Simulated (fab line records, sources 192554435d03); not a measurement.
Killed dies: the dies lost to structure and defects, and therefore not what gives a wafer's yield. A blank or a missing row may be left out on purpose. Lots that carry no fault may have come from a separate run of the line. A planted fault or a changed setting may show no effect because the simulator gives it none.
Comparing a struck lot with a sound one ; flow n5Finfet ; 36 steps out of a route of 1938
Sound: these wafers, L551.1, L551.3, L551.6. Struck: wafer L560.2. (L560.1, L560.6 of the same lot were not struck and are left out.) The cause comes at the end.
At each step with rows: each side's tool, then ch and its chambers, then its first start. Under that, the readings that differ: sound wafers ; struck wafers ; difference of the means ; sigmas: that difference in standard deviations of wafers without a fault.
alike: a reading whose means differ by less than 2 such deviations, as well as words and numbers matching on both sides. not compared: withheld readings; readings where some wafer has no value; bounds like >300 that might hide an equal value; numbers whose values overlap and for which the record gives no deviation.
A row with sigmas, a row that says differs or no value, or rows on one side alone: a step with any of these is where the two part. When numbers do not overlap yet have no deviation, they are printed without sigmas and do not part them. A reading that every wafer of one side lacks parts them only if that side has two wafers or more.

first, 8 steps without rows for these wafers: N5_BEOL_M10_SPUTTER_48 (material Cu, target thk 12 nm, time 2 s); N5_BEOL_M10_ECD_50 (material Cu, target thk 318 nm); N5_BEOL_M10_ANNEAL_51 (time 90 s); N5_BEOL_M10_CMP_52 (polishes, stops on SiCOH lowk, t overpolish 7 s, target thk 140 nm); N5_BEOL_M10_PRE_CLEAN_55 (time 15 s); N5_BEOL_M10_DEP_56 (deposits SiCN from 3MS/NH3, target thk 15 nm, time 26.5 s); N5_BEOL_M11_ILD_DEP_00 (deposits SiCOH lowk from DEMS/porogen, target thk 308.51 nm, time 58 s); N5_BEOL_M11_CURE_71 (cures SiCOH lowk, time 240 s).
N5_BEOL_M11_PECVD_70: deposits SiO2 from TEOS/O2, target thk 20 nm, time 22.7 s.
  sound on pecvd-03 ch 0,1, day 10 12:22; struck on pecvd-03 ch 0, day 12 22:39
reading;sound;struck;difference;sigmas
model.SiO2_of_BEOL_M11_PECVD_70.thkNm (nm);19.8 20.2 20.4;13.2;-6.9;
  alike: chamberPressureTorr, heaterPowerOuterW, heaterPowerW, showerheadPlenumPTorr, throttleValvePct
then, 24 steps without rows for these wafers: N5_BEOL_M11_HM_DEP_02 (deposits TiN, target thk 20 nm); N5_BEOL_M11_COAT_59 (time 60 s, resist thk 100 nm); N5_BEOL_M11_COAT_60 (time 60 s, resist thk 30 nm); N5_BEOL_M11_COAT_05 (resist thk 90 nm); N5_BEOL_M11_EBR_07; N5_BEOL_M11_SOFTBAKE_06 (time 60 s); N5_BEOL_M11_EXPOSE_08 (exposes mask M11); N5_BEOL_M11_PEB_09 (peb time 60 s); N5_BEOL_M11_DEVELOP_10 (develop time 30 s); N5_BEOL_M11_DESCUM_16 (chemistry O2, time 7.9 s); N5_BEOL_M11_ETCH_61 (etches SiARC in CF4, target depth 39 nm, time 65 s); N5_BEOL_M11_ETCH_62 (etches SOC in N2/H2, target depth 110 nm, overetch 22 nm, time 165 s); N5_BEOL_M11_STRIP_68 (strips in N2/H2); N5_BEOL_M11_STRIP_67 (strips in CF4); N5_BEOL_M11_HM_OPEN_17 (chemistry Cl2/BCl3, target TiN, target depth 20 nm, overetch 6 nm); N5_BEOL_M11_STRIP_19 (strips in O2); N5_BEOL_M11_COAT_63 (time 60 s, resist thk 100 nm); N5_BEOL_M11_COAT_64 (time 60 s, resist thk 30 nm); N5_BEOL_M11_COAT_22 (resist thk 90 nm); N5_BEOL_M11_EBR_24; N5_BEOL_M11_SOFTBAKE_23 (time 60 s); N5_BEOL_M11_EXPOSE_25 (exposes mask V10); N5_BEOL_M11_PEB_26 (peb time 60 s); N5_BEOL_M11_DEVELOP_27 (develop time 30 s).
N5_BEOL_M11_HM_STRIP_39: strips TiN in peroxide tin strip, target depth 25 nm, time 158 s.
  sound on wetBench-04 ch 0,1,6, day 10 14:41; struck on wetBench-05 ch 2, day 13 03:46
reading;sound;struck;difference;sigmas
model.SiO2_of_BEOL_M11_PECVD_70.thkNm (nm);19.6 20 20.2;13;-7;
N5_BEOL_M11_CMP_52: polishes, stops on SiCOH lowk, t overpolish 7 s, target thk 140 nm.
  sound on cmp-04 ch 0,2, day 10 17:57; struck on cmp-03 ch 2, day 13 06:14
reading;sound;struck;difference;sigmas
barrierFieldEndpointS (s);28.1 28.9 29.5;20.5;-8.3;-13
  alike: motorCurrentA
then, 1 step without rows for these wafers: N5_PASSIVATION_PROBE_49.

== WHERE THEY PART ==
N5_BEOL_M11_CMP_52 only, going by this record.

WHY: what the simulator had put in
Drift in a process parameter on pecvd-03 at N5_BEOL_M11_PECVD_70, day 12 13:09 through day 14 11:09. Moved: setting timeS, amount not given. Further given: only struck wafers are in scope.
